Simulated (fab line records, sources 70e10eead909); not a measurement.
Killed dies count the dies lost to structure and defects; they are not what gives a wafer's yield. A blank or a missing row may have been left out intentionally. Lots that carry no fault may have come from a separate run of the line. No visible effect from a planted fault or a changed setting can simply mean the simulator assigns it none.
fab line records	flow nand-harc
record: lots: 6	wafers: 18	last-day: 30
route steps=1302 shown P_STI@86 P_GATE@110 END@1302
lots that met no fault: taken from a fault-free run of the same line
start-h: the number of hours between the record's first day and the start of the first shown wafer of the lot	wait-h: hours elapsed since this lot's preceding step	" same as the row above	L1.1+2: a single row standing in for several wafers	- value missing, or start not given	* or withheld: withheld	< > ~ a bound
route shown NAME@n: a module of which the file shows steps, and the number in the route of the first	usual: mean/standard deviation of fault-free wafers	same: alike in all rows	chamber/n: place in a boat	sites: each site's reading	_std_site: standard deviation across them	_edge_site: outer sites' mean less inner sites'	radius-mm: for every site, how far away it sits from the centre of the wafer	mask NAME#n: copy n	behind: the tool/chamber that last shaped the wafer	hold: what put the lot on hold/how long, in hours/how the hold closed	device: names the non-switching transistor (n, p or np)	end of line: at the end of the route, the tests of the same wafers	where a step has no rows: the recipe by itself	killed: the dies lost at the first sort to structure and to defects; this is not the yield of the wafer	map: dies across one wafer; x = killed, . = not, _ = none there
set.NAME: the setting that was run; set.NAME@STEP: the one run at that earlier step	model.NAME: the simulator's own value behind a step, which no gauge read
lots seen at some steps along the route; tables by step, rows by wafer
services: the hour from which a tool's chamber was out of use, counted from the record's first day as start-h (under 0 if before that day), plus the number of hours and why
== steps ==
step: NHARC_P_STI_HARDBAKE_13
recipe: temp-c: 118	time-s: 65
step: NHARC_P_STI_DESCUM_14
recipe: time-s: 3	o2-flow-sccm: 200	ar-flow-sccm: 0	bias-power-w: 0	chemistry: O2
usual: chamber-pressure-mTorr: 60.00/0.061	drypump-motor-current-A: 5.74/0.3	oes-product-au: 1.002/0.0094	rf-vpp-V: 57.6/0.86	showerhead-plenum-p-Torr: 1.87/0.093	throttle-valve-pct: 11.311/0.0085
lot.wafer	tool	chamber	start-h	wait-h	chamber-pressure-mTorr	drypump-motor-current-A	oes-product-au	rf-hours-counter-h	rf-vpp-V	showerhead-plenum-p-Torr	throttle-valve-pct
L950.2	rie-diel-01	3	48.65	-	59.95	6.02	1.005	1	58.0	1.81	11.317
L950.4	"	0	"	"	59.98	5.95	1.001	1	57.9	1.89	11.306
L950.5	"	1	"	"	59.87	5.93	1.003	-	56.0	1.80	11.313
L952.3	rie-diel-11	3	63.33	-	59.90	5.81	1.002	11	58.0	2.05	11.311
L952.2	"	1	"	"	60.01	5.57	0.993	13	58.9	2.06	11.293
L952.6	"	0	"	"	60.10	5.69	1.000	-	58.3	1.92	11.328
L958.1	rie-diel-01	1	123.35	-	60.01	5.91	0.996	4	58.7	1.79	11.315
L958.2	"	2	"	"	60.05	5.67	1.007	4	58.2	1.80	11.316
L958.5	"	0	"	"	60.05	5.97	0.994	-	56.7	1.89	11.311
L962.1	rie-diel-04	3	159.91	-	60.06	5.51	0.997	10	56.9	1.92	11.315
L962.4	"	0	"	"	59.92	5.36	1.005	10	58.6	1.78	11.319
L962.5	"	2	"	"	60.04	5.77	0.997	-	57.0	1.80	11.316
L964.2	rie-diel-11	0	180.32	-	60.00	5.65	1.009	7	56.1	1.92	11.311
L964.3	"	1	"	"	60.00	5.57	1.004	7	57.9	2.06	11.299
L964.6	"	0	"	"	60.02	5.66	0.997	-	58.5	1.92	11.303
L963.2	rie-diel-01	2	180.47	-	59.86	5.67	1.012	7	57.7	1.80	11.308
L963.1	"	3	"	"	60.03	6.03	1.004	7	56.1	1.80	11.307
L963.5	"	1	"	"	59.97	5.94	1.014	-	58.4	1.79	11.310
step: NHARC_P_STI_ETCH_42
recipe: target-depth-a: 800	overetch-a: 240	time-s: 61	ion-energy-ev: 200	n2-flow-sccm: 150	h2-flow-sccm: 150	ar-flow-sccm: 0	rf-w: 400	bias-w: 150	chemistry: N2/H2
step: NHARC_P_STI_ETCH_31
recipe: target-depth-a: 1089	time-s: 54.5	cf4-flow-sccm: 100	chf3-flow-sccm: 30	ar-flow-sccm: 0	rf-w: 500	bias-w: 200	chemistry: CF4/CHF3
usual: chamber-pressure-mTorr: 25.001/0.022	drypump-motor-current-A: 5.8/0.33	oes-product-au: 0.964/0.017	rf-fwd-power-W: 494.0/2.3	rf-vpp-V: 369.4/2.6	showerhead-plenum-p-Torr: 1.54/0.073	throttle-valve-pct: 16.801/0.0097
lot.wafer	tool	chamber	start-h	wait-h	chamber-pressure-mTorr	drypump-motor-current-A	oes-product-au	rf-fwd-power-W	rf-hours-counter-h	rf-vpp-V	showerhead-plenum-p-Torr	throttle-valve-pct
L950.2	rie-diel-01	0	-	-	24.996	5.9	0.982	496.4	1	369.6	1.55	16.795
L950.4	"	1	"	"	24.980	5.9	0.963	495.5	0	366.9	1.48	16.779
L950.5	"	2	"	"	25.009	5.6	0.953	489.2	-	366.7	1.48	16.800
L952.2	rie-diel-11	0	-	-	24.986	5.7	0.954	492.4	12	370.6	1.58	16.796
L952.3	"	3	"	"	25.025	5.8	0.947	496.7	11	373.5	1.68	16.801
L952.6	"	0	"	"	25.011	5.7	0.956	492.1	-	370.6	1.58	16.811
L958.1	rie-diel-01	1	-	-	24.988	5.9	0.970	496.1	4	368.9	1.48	16.797
L958.2	"	2	"	"	25.039	5.6	0.982	487.4	5	366.6	1.48	16.799
L958.5	"	1	"	"	24.979	5.9	0.979	496.7	-	367.3	1.48	16.794
L962.4	rie-diel-04	1	-	-	24.986	6.6	0.980	492.2	9	366.2	1.47	16.800
L962.1	"	0	"	"	25.007	5.3	0.983	495.0	10	366.3	1.47	16.800
L962.5	"	1	"	"	25.006	6.5	0.982	494.3	-	366.1	1.47	16.795
L964.3	rie-diel-11	1	-	-	24.988	5.6	0.984	490.9	7	373.6	1.68	16.794
L964.2	"	3	"	"	25.009	5.8	0.931	493.1	6	375.5	1.68	16.803
L964.6	"	1	"	"	24.997	5.6	0.978	492.0	-	376.3	1.68	16.802
L963.1	rie-diel-01	1	-	-	25.029	5.9	0.956	495.8	7	368.1	1.48	16.792
L963.2	"	2	"	"	25.010	5.6	0.960	491.3	7	367.0	1.48	16.796
L963.5	"	1	"	"	24.971	5.9	0.967	496.1	-	367.6	1.48	16.805
step: NHARC_P_STI_ETCH_15
recipe: target-depth-a: 3000	taper-deg: 4	time-s: 100.1	hbr-flow-sccm: 150	cl2-flow-sccm: 50	rf-w: 400	icp-w: 400	bias-w: 100	chemistry: HBr/Cl2
usual: chamber-pressure-mTorr: 15.002/0.014	drypump-motor-current-A: 5.63/0.29	oes-product-au: 0.999/0.009	rf-fwd-power-W: 397.6/1.5	throttle-valve-pct: 26.405/0.0089
lot.wafer	tool	chamber	start-h	wait-h	chamber-pressure-mTorr	drypump-motor-current-A	oes-product-au	rf-fwd-power-W	rf-hours-counter-h	throttle-valve-pct
L950.2	rie-si-05	3	48.93	-	15.027	6.24	1.002	395.9	0.5	26.415
L950.4	"	1	"	"	14.972	4.98	0.998	398.7	0.8	26.400
L950.5	"	2	"	"	15.001	5.82	0.995	398.5	-	26.394
L952.2	rie-si-06	3	63.65	-	15.011	5.81	1.008	399.3	0.8	26.401
L952.3	"	0	"	"	14.988	5.37	1.008	392.9	0.9	26.403
L952.6	"	3	"	"	15.010	5.80	1.018	399.8	-	26.406
L958.2	rie-si-04	1	123.61	-	15.012	5.65	0.997	396.8	0.9	26.380
L958.1	"	2	"	"	15.010	5.45	0.996	397.6	1.0	26.405
L958.5	"	1	"	"	15.003	5.66	1.005	397.3	-	26.421
L962.1	rie-si-06	1	160.19	-	15.024	5.94	0.996	399.7	0.5	26.406
L962.4	"	2	"	"	15.011	5.40	1.000	398.3	0.5	26.418
L962.5	"	1	"	"	15.012	5.93	0.993	398.5	-	26.409
L964.3	rie-si-04	0	180.60	-	15.015	5.88	1.000	398.3	0.1	26.412
L964.2	"	2	"	"	14.992	5.44	0.992	399.5	0.0	26.415
L964.6	"	0	"	"	15.016	5.89	0.995	398.4	-	26.418
L963.1	rie-si-05	1	180.76	-	15.021	4.98	0.999	399.2	0.3	26.402
L963.2	"	2	"	"	14.994	5.83	0.987	399.8	0.3	26.395
L963.5	"	3	"	"	15.024	6.22	0.996	396.5	-	26.403
step: NHARC_P_STI_CD_MEAS_16
usual: cd-nm: 198.9/2.3
lot.wafer	tool	chamber	start-h	wait-h	cd-nm
L950.2	cd-sem-01	-	49.07	-	200.5
L950.4	"	-	"	"	197.9
L950.5	"	-	"	"	200.9
L952.2	cd-sem-01	-	63.80	-	201.1
L952.3	"	-	"	"	198.0
L952.6	"	-	"	"	195.4
L958.1	cd-sem-02	-	123.77	-	200.1
L958.2	"	-	"	"	204.3
L958.5	"	-	"	"	200.8
L962.1	cd-sem-01	-	160.33	-	200.0
L962.4	"	-	"	"	199.2
L962.5	"	-	"	"	196.9
L964.2	cd-sem-03	-	180.76	-	201.4
L964.3	"	-	"	"	200.4
L964.6	"	-	"	"	204.1
L963.1	cd-sem-03	-	180.89	-	200.4
L963.2	"	-	"	"	199.6
L963.5	"	-	"	"	200.0
step: NHARC_P_STI_OCD_MEAS_17
usual: trench-depth-nm: 300/3.8	trench-foot-cd-nm: 157.4/2.3
lot.wafer	tool	chamber	start-h	wait-h	trench-depth-nm	trench-foot-cd-nm
L950.2	ocd-01	-	49.16	0.1	301	159.0
L950.4	"	-	"	"	299	156.3
L950.5	"	-	"	"	298	159.0
L952.2	ocd-01	-	63.89	0.1	304	157.5
L952.3	"	-	"	"	304	157.0
L952.6	"	-	"	"	305	153.4
L958.1	ocd-02	-	123.85	0.1	298	157.8
L958.2	"	-	"	"	303	160.5
L958.5	"	-	"	"	302	157.5
L962.1	ocd-01	-	160.42	0.1	300	158.5
L962.4	"	-	"	"	302	158.3
L962.5	"	-	"	"	298	157.0
L964.2	ocd-01	-	180.85	0.1	295	161.6
L964.3	"	-	"	"	299	157.6
L964.6	"	-	"	"	301	161.2
L963.1	ocd-02	-	180.98	0.1	300	158.5
L963.2	"	-	"	"	296	157.6
L963.5	"	-	"	"	299	158.1
step: NHARC_P_STI_STRIP_19
recipe: time-s: 900	temp-c: 130	chemistry: SPM
step: NHARC_P_STI_PRECLEAN_32
recipe: time-s: *	temp-c: 50	bath-age-min: 0	chemistry: SC1
step: NHARC_P_STI_SRD_23
step: NHARC_P_STI_OCD_MEAS_43
usual: trench-depth-nm: 300/3.8	trench-foot-cd-nm: 157.5/2.3
lot.wafer	tool	chamber	start-h	wait-h	trench-depth-nm	trench-foot-cd-nm
L950.2	ocd-01	-	49.67	-	301	159.4
L950.4	"	-	"	"	300	156.6
L950.5	"	-	"	"	298	159.7
L952.2	ocd-02	-	64.40	-	304	158.1
L952.3	"	-	"	"	303	156.8
L952.6	"	-	"	"	305	153.0
L958.1	ocd-02	-	124.36	-	299	158.7
L958.2	"	-	"	"	303	160.3
L958.5	"	-	"	"	302	157.9
L962.1	ocd-01	-	160.93	-	300	158.4
L962.4	"	-	"	"	302	158.3
L962.5	"	-	"	"	297	157.3
L964.2	ocd-01	-	181.35	-	295	161.7
L964.3	"	-	"	"	300	158.1
L964.6	"	-	"	"	301	160.7
L963.1	ocd-02	-	181.49	-	301	158.5
L963.2	"	-	"	"	296	157.7
L963.5	"	-	"	"	298	157.9
step: NHARC_P_STI_OXIDE_33
recipe: target-thk-a: 100	temp-c: 1000	ox-time-s: 281	material: SiO2
step: NHARC_P_STI_HDPCVD_20
recipe: target-thk-a: withheld	sigma-open-frac: withheld	material: SiO2
lot.wafer	tool	chamber	start-h	wait-h
L950.2+4+5	hdpcvd-01	1,0,0	59.05	0.4
L952.2+3+6	hdpcvd-01	0,0,1	72.77	0.4
L958.2+1+5	hdpcvd-01	1,0,0	137.12	0.4
L962.1+4+5	hdpcvd-01	0,1,0	169.85	0.5
L964.2+3+6	hdpcvd-01	0,1,1	202.47	12.6
L963.1+2+5	hdpcvd-01	1,0,0	202.96	13.1
step: NHARC_P_STI_ANNEAL_34
recipe: temp-c: 1000	time-s: 1800
step: NHARC_P_STI_CMP_21
recipe: t-overpolish-s: 20	target-thk-nm: 380.67
usual: motor-current-A: 11.7/1.4	overpolish-run-s: 19.999/0.0089	retaining-ring-pressure-frac: 1.001/0.0049
lot.wafer	tool	chamber	start-h	wait-h	motor-current-A	overpolish-run-s	retaining-ring-pressure-frac
L950.2	cmp-04	3	67.70	0.4	13.0	20.019	1.005
L950.4	"	1	"	"	12.3	20.017	1.005
L950.5	"	2	"	"	10.3	20.005	1.006
L952.2	cmp-01	3	83.25	0.4	9.8	20.007	1.001
L952.3	"	1	"	"	13.0	19.992	1.004
L952.6	"	2	"	"	12.3	19.993	0.996
L958.2	cmp-01	0	150.48	0.4	13.3	20.005	0.986
L958.1	"	2	"	"	12.6	19.989	1.000
L958.5	"	1	"	"	12.9	20.017	1.001
L962.1	cmp-04	2	178.91	0.4	10.8	20.010	1.006
L962.4	"	3	"	"	13.9	20.002	0.995
L962.5	"	3	"	"	13.9	19.990	1.004
L964.3	cmp-01	3	211.12	0.4	9.1	19.998	1.000
L964.2	"	0	"	"	13.7	20.000	1.005
L964.6	"	2	"	"	12.1	19.989	0.991
L963.1	cmp-01	2	211.25	0.5	12.6	20.004	0.991
L963.2	"	1	"	"	12.9	20.009	0.999
L963.5	"	2	"	"	12.5	19.991	1.004
step: NHARC_P_STI_SRD_35
step: NHARC_P_STI_ETCH_36
recipe: target-depth-a: 388	chemistry: dHF	material: SiO2
step: NHARC_P_STI_STRIP_24
recipe: temp-c: 160	chemistry: H3PO4	material: Si3N4
step: NHARC_P_STI_ETCH_37
recipe: target-depth-a: 110	chemistry: dHF	material: SiO2
step: NHARC_P_STI_PRECLEAN_38
recipe: time-s: *	temp-c: 50	bath-age-min: 0	chemistry: SC1
step: NHARC_P_STI_SRD_39
step: NHARC_P_STI_OXIDE_40
recipe: target-thk-a: 100	temp-c: 900	ox-time-s: 1362	material: SiO2
step: NHARC_P_GATE_ETCH_69
recipe: target-depth-a: 140	chemistry: dHF	material: SiO2
step: NHARC_P_GATE_PRECLEAN_70
recipe: time-s: *	temp-c: 50	bath-age-min: 0	chemistry: SC1
step: NHARC_P_GATE_SRD_01
step: NHARC_P_GATE_OXIDE_02
recipe: target-thk-a: 375	temp-c: 950	p-h2o-torr: 720	ox-time-s: 365	material: SiO2
step: NHARC_P_GATE_DEHYDRATE_03
recipe: temp-c: 150	time-s: 120
step: NHARC_P_GATE_HMDS_04
recipe: time-s: 30
step: NHARC_P_GATE_COAT_05
recipe: spin-rpm: 4690
step: NHARC_P_GATE_SOFTBAKE_06
recipe: temp-c: 122	time-s: 95
step: NHARC_P_GATE_EBR_07
step: NHARC_P_GATE_EXPOSE_08
recipe: na: 0.6	dose-mj: 16.75	mask-id: P_HV
step: NHARC_P_GATE_PEB_09
recipe: peb-temp-c: 118	peb-time-s: 85
step: NHARC_P_GATE_DEVELOP_10
recipe: time-s: 70
step: NHARC_P_GATE_CD_MEAS_11
recipe: target-cd-nm: 1640	landing-energy-ev: 500
usual: cd-nm: 1639.0/1.9
lot.wafer	tool	chamber	start-h	wait-h	cd-nm
L950.2	cd-sem-02	0	84.15	-	1641.3
L950.4	"	0	"	"	1640.3
L950.5	"	0	"	"	1642.8
L952.2	cd-sem-03	0	100.08	-	1637.8
L952.3	"	0	"	"	1638.0
L952.6	"	0	"	"	1638.8
L958.1	cd-sem-03	0	167.73	-	1637.0
L958.2	"	0	"	"	1636.5
L958.5	"	0	"	"	1640.2
L962.1	cd-sem-01	0	196.15	-	1640.5
L962.4	"	0	"	"	1640.3
L962.5	"	0	"	"	1640.2
L964.2	cd-sem-03	0	227.37	-	1635.8
L964.3	"	0	"	"	1638.2
L964.6	"	0	"	"	1638.2
L963.1	cd-sem-01	0	227.53	-	1638.0
L963.2	"	0	"	"	1639.0
L963.5	"	0	"	"	1639.5
step: NHARC_P_GATE_HARDBAKE_12
recipe: temp-c: 125	time-s: 80
step: NHARC_P_GATE_DESCUM_13
recipe: time-s: 3	o2-flow-sccm: 200	ar-flow-sccm: 0	bias-power-w: 0	chemistry: O2
usual: chamber-pressure-mTorr: 60.00/0.052	drypump-motor-current-A: 5.8/0.48	oes-product-au: 1.004/0.0097	rf-vpp-V: 57.8/0.85	showerhead-plenum-p-Torr: 1.92/0.088	throttle-valve-pct: 11.311/0.01
lot.wafer	tool	chamber	start-h	wait-h	chamber-pressure-mTorr	drypump-motor-current-A	oes-product-au	rf-hours-counter-h	rf-vpp-V	showerhead-plenum-p-Torr	throttle-valve-pct
L950.2	rie-diel-03	2	84.31	-	60.03	5.7	1.000	6	56.1	1.80	11.317
L950.4	"	0	"	"	60.01	5.2	0.999	5	58.6	1.83	11.332
L950.5	"	2	"	"	59.97	5.6	1.000	-	56.3	1.80	11.312
L952.2	rie-diel-07	1	100.25	-	59.93	6.2	1.008	11	59.0	2.03	11.294
L952.3	"	3	"	"	60.05	5.2	1.004	9	57.7	2.05	11.307
L952.6	"	0	"	"	60.06	5.8	1.000	-	57.4	2.00	11.305
L958.2	rie-diel-05	0	167.90	-	59.97	5.5	1.003	7	58.8	1.87	11.310
L958.1	"	1	"	"	60.04	6.2	1.020	5	57.1	1.90	11.309
L958.5	"	3	"	"	60.04	6.1	1.007	-	56.7	1.83	11.298
L962.4	rie-diel-07	3	196.31	-	59.97	5.2	1.007	4	57.1	2.05	11.315
L962.1	"	0	"	"	59.89	5.8	1.015	4	58.6	2.00	11.315
L962.5	"	3	"	"	60.05	5.2	1.012	-	60.5	2.05	11.295
L964.2	rie-diel-05	3	227.53	-	60.11	6.1	1.009	9	56.0	1.82	11.321
L964.3	"	0	"	"	60.00	5.5	1.007	10	57.6	1.86	11.319
L964.6	"	3	"	"	59.98	6.1	0.996	-	57.3	1.83	11.313
L963.2	rie-diel-07	0	227.69	-	60.05	5.8	1.002	6	59.4	2.00	11.299
L963.1	"	2	"	"	60.00	5.9	0.973	6	58.4	1.97	11.310
L963.5	"	0	"	"	60.01	5.8	1.001	-	59.3	2.00	11.300
step: NHARC_P_GATE_ETCH_14
recipe: target-depth-a: 488	chemistry: dHF	material: SiO2
step: NHARC_P_GATE_STRIP_15
recipe: time-s: 780	temp-c: 130	chemistry: SPM
step: NHARC_P_GATE_PRECLEAN_71
recipe: time-s: *	temp-c: 50	bath-age-min: 0	chemistry: SC1
step: NHARC_END_SORT_01
recipe: temp-c: 25
usual: killed-at-array: 58/18	killed-at-other: 1.0/1.5	killed-at-periphery: 4/3.1	killed-dies: 64/18	killed-open: 3.4/1.9	killed-short: 2.7/1.7
same: gross-dies: 677
lot.wafer	tool	chamber	start-h	wait-h	killed-at-array	killed-at-other	killed-at-periphery	killed-dies	killed-open	killed-short
L963.2	prober-01	0	711.70	2.8	63	0	70	133	4	1
L963.5	prober-01	0	714.09	3.7	71	0	75	146	3	2
L964.2	prober-02	0	711.72	2.8	37	0	70	107	2	2
killed by level:class
L963.2 P_STI:unspecified=67 A_SLIT:chamber-film-flake=34 A_CHANNEL_HOLE_D1:chamber-film-flake=17 P_GATE:chamber-film-flake=3 A_BLC:geometric-particle:open=2 A_DECK1_JOINT:chamber-film-flake=2 A_STAIRCASE:chamber-film-flake=2 A_CONTACT:chamber-film-flake=2
L964.2 P_STI:unspecified=67 A_SLIT:chamber-film-flake=9 A_CHANNEL_HOLE_D1:chamber-film-flake=6 A_STAIRCASE:chamber-film-flake=5 A_CHANNEL_FILL_D1:chamber-film-flake=3 A_CONTACT:chamber-film-flake=3 A_M1:chamber-film-flake=3 P_STI:chamber-film-flake=2
L963.5 P_STI:unspecified=71 A_SLIT:chamber-film-flake=31 A_CHANNEL_HOLE_D1:chamber-film-flake=27 A_CONTACT:chamber-film-flake=4 A_STAIRCASE:chamber-film-flake=3 P_GATE:chamber-film-flake=2 A_CHANNEL_FILL_D2:chamber-film-flake=2 P_GATE:geometric-particle:open=1
map L963.5 (x killed, . not)
____________.____________
_________......._________
_______.....x....._______
______.............______
_____..............._____
____.................____
____......x..........____
___...................___
___...................___
__..........x..........__
__........x............__
_x...x.................._
_.x.................x..._
_......................._
_.....x................._
_x...........x.........._
.........................
..........x..............
..........xx...x.x.......
......x...x.x............
..........xxxxx..........
_.........xxx.xxx......._
_.........xxxxx.xx......_
_x.x..x...xxxxxxxx......_
_.......xxxxxxxxx......._
_......x.xxxxxxxxxx....._
__.....xxxxxxxxxx.x....__
__.....xxxxxxxxxxx...x.__
___.....xxxxxxxxxxx...___
___...xxxxx.xxxxx.x...___
____..xx.xxxxxxxxxx..____
____....xx.xxxxxxxx..____
_____...x.....xx.x.._____
______.x.x...xx....______
_______.x.....x..._______
_________......x_________
____________.____________
map L964.2 (x killed, . not)
____________.____________
_________......._________
_______..........._______
______.............______
_____x.........x...._____
____xxx.............x____
____.................____
___x....x.............___
___............x...x..___
__.x...................__
__x..x...........x.....__
_.x....................._
_x.....x...........x...._
_......................._
_xx..................x.._
_......................._
.........................
.........................
.......x.................
.........................
............x............
_..x.....x..x.x........._
_........x..xxxx........_
_....x.....xxxxxx......._
_........xx.xxxxxx......_
_.......x.xxxxxxxx......_
__.......x.xxxxxxx.....__
__........xxxxxxxxx....__
___...x....xxxxxx.....___
___.......xxxxxxx.....___
____.........xxxxxx..____
____..x....xxxxx.xx..____
_____.......xxxxx..._____
______......x......______
_______..........._______
_________......._________
____________.____________
== services ==
tool	chamber	start-h	hours	kind
rie-diel-01	-	26.90	9.0	pm
rie-si-04	3	50.42	9.7	repair
rie-diel-05	-	52.60	9.0	pm
rie-diel-04	2	57.21	6.2	repair
hdpcvd-01	-	57.29	0.7	repair
rie-si-05	-	63.41	0.3	repair
rie-si-06	-	72.00	9.0	pm
cmp-04	-	74.24	1.4	repair
rie-diel-11	-	78.50	9.0	pm
rie-si-05	2	86.24	1.1	repair
cmp-01	-	87.61	4.0	pm
cmp-01	-	96.48	1.0	repair
rie-si-05	-	101.92	1.2	repair
cmp-04	-	111.00	4.0	pm
rie-diel-07	-	117.20	9.0	pm
rie-si-06	2	123.98	4.5	repair
rie-si-05	-	128.00	9.0	pm
hdpcvd-01	-	158.20	0.2	repair
rie-diel-11	0	181.97	2.7	repair
cmp-01	-	185.61	4.0	pm
hdpcvd-01	-	189.47	13.0	pm
rie-diel-01	-	203.90	9.0	pm
rie-diel-11	1	204.07	6.1	repair
rie-diel-11	3	225.47	24.4	repair
== key ==
first-sign: step: NHARC_END_SORT_01	reading: killed-at-periphery	direction: up	sigmas: 21	usual: 4	struck: 72
effect: step: NHARC_END_SORT_01	reading: killed-dies	direction: up	sigmas: 3.6	usual: 64	struck: 129
more-kills-born-at: NHARC_P_STI_HDPCVD_20@hdpcvd-01: 205
met-at NHARC_P_STI_HDPCVD_20
struck-wafers L963.2,L963.5,L964.2
tester-left-out L963,L964
onset-between 169.85 202.47
fault: kind: chamber-particle-source	tool: hdpcvd-01	chamber: 0	onset-h: 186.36	steps: NHARC_P_STI_HDPCVD_20	rate-per-visit-cm2: 0.43006	end-h: 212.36
tester-left-out: of these lots the tester's yield and bins aren't shown, on N5 and GAA mostly nor the transistor test; their killed dies are dies lost to structure and defects alone, not to doping, threshold or leakage, so they don't give the yield
